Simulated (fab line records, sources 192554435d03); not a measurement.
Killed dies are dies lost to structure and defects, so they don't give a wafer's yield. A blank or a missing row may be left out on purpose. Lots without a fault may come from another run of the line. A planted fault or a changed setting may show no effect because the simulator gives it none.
A struck lot beside a sound one | flow n5_finfet | 15 steps out of a route of 1938
Sound: wafers L175.1, L175.4, L175.5. Struck: wafer L172.5. (L172.4 of the same lot was not struck and is left out.) The cause comes at the end.
At each step with rows: each side's tool, then ch and its chambers, then its first start. Under that, the readings that differ: sound wafers | struck wafers | difference of the means | sigmas: that difference in standard deviations of wafers without a fault.
alike: readings whose means differ by less than 2 such deviations, and words and numbers that are the same on both sides. not compared: withheld readings, readings that some wafer has no value for, bounds like >300 that may hide the same value, and numbers for which the record gives no deviation and whose values overlap.
The two part at a step that has a row with sigmas, a row that says differs or no value, or rows on one side only. Numbers that don't overlap but have no deviation are shown without sigmas and don't part them. A reading that every wafer of one side lacks parts them only if that side has two wafers or more.

first, 3 steps without rows for these wafers: N5_BEOL_M6_EXPOSE_25 (exposes mask V5, target cd 40 nm); N5_BEOL_M6_PEB_26 (peb time 60 s); N5_BEOL_M6_DEVELOP_27 (develop time 30 s).
N5_BEOL_M6_CD_MEAS_28: target cd 40 nm.
  sound on cd_sem-02 ch 0, day 17 19:32; struck on cd_sem-02 ch 0, day 15 14:51
  alike: cd_nm
N5_BEOL_M6_OVL_MEAS_29:
  sound on overlay-02 ch 0, day 17 19:34; struck on overlay-01 ch 0, day 15 14:53
  alike: V5_OVL
N5_BEOL_M6_INSPECT_30: inspects for defects (brightfield).
  sound on defect_inspect-01, day 17 19:37; struck on defect_inspect-01, day 15 14:56
  alike: raw_defect_count
N5_BEOL_M6_DESCUM_33: chemistry O2, time 7 s.
  sound on rie_diel-04 ch 0,1,2, day 17 19:48; struck on rie_diel-01 ch 1, day 15 14:58
  alike: bias_power_w, drypump_motor_current_A, oes_product_au, rf_vpp_V, showerhead_plenum_p_Torr, throttle_valve_pct
  not compared: rf_hours_counter_h
N5_BEOL_M6_ETCH_72: etches underlayer in N2/H2, target depth 6.5 nm, time 5.2 s.
  sound on rie_diel-04 ch 0,1,2, day 17 19:50; struck on rie_diel-01 ch 1, day 15 15:00
  alike: drypump_motor_current_A, etch_rf_on_time_s, oes_product_au, rf_vpp_V, showerhead_plenum_p_Torr, throttle_valve_pct
  not compared: rf_hours_counter_h
N5_BEOL_M6_ETCH_65: etches SiARC in CF4, target depth 15.6 nm, time 26 s.
  sound on rie_diel-04 ch 0,1,2, day 17 19:51; struck on rie_diel-01 ch 1, day 15 15:01
  reading                         | sound          | struck | difference | sigmas
  showerhead_plenum_p_Torr (Torr) | 2.06 2.08 2.17 | 2.23   | +0.13      | +2
  alike: drypump_motor_current_A, etch_rf_on_time_s, oes_product_au, rf_vpp_V, throttle_valve_pct
  not compared: rf_hours_counter_h
N5_BEOL_M6_ETCH_66: etches SOC in N2/H2, target depth 80 nm, overetch 16 nm, time 120 s.
  sound on rie_diel-04 ch 0,1,2, day 17 19:53; struck on rie_diel-01 ch 1, day 15 15:02
  alike: drypump_motor_current_A, oes_product_au, rf_vpp_V, showerhead_plenum_p_Torr, throttle_valve_pct
  not compared: rf_hours_counter_h
then, 2 steps without rows for these wafers: N5_BEOL_M6_STRIP_69 (strips in N2/H2); N5_BEOL_M6_STRIP_73 (strips in N2/H2).
N5_BEOL_M6_VIA_ETCH_34: etches SiCOH lowk in C4F6/O2, target depth 126.3 nm, time 50.9 s.
  sound on rie_diel-04 ch 0,1,2, day 17 19:59; struck on rie_diel-01 ch 1, day 15 15:08
  reading                                  | sound           | struck | difference | sigmas
  oes_product_au (a.u.)                    | 0.85 0.82 0.87  | 1.10   | +0.25      | +3
  showerhead_plenum_p_Torr (Torr)          | 2.73 2.75 2.89  | 2.97   | +0.18      | +2
  model.etch.depth_nm (nm)                 | 128 128.1 127.8 | 211.7  | +83.7      |
  model.SOC_of_BEOL_M6_COAT_63.thk_nm (nm) | 54.2 54 54      | 50     | -4         |
  model.BEOL_M6.cd_nm (nm)                 | 39.4 39.8 40    | 40.2   | +0.5       |
  alike: drypump_motor_current_A, oes_ar_750_au, rf_vpp_V, throttle_valve_pct
  not compared: rf_hours_counter_h
then, 2 steps without rows for these wafers: N5_BEOL_M6_STRIP_76 (strips in C4F6/O2); N5_PASSIVATION_PROBE_49.

WHERE THEY PART
First at N5_BEOL_M6_ETCH_65; last, within this record, at N5_BEOL_M6_VIA_ETCH_34.

WHY: what the simulator had put in
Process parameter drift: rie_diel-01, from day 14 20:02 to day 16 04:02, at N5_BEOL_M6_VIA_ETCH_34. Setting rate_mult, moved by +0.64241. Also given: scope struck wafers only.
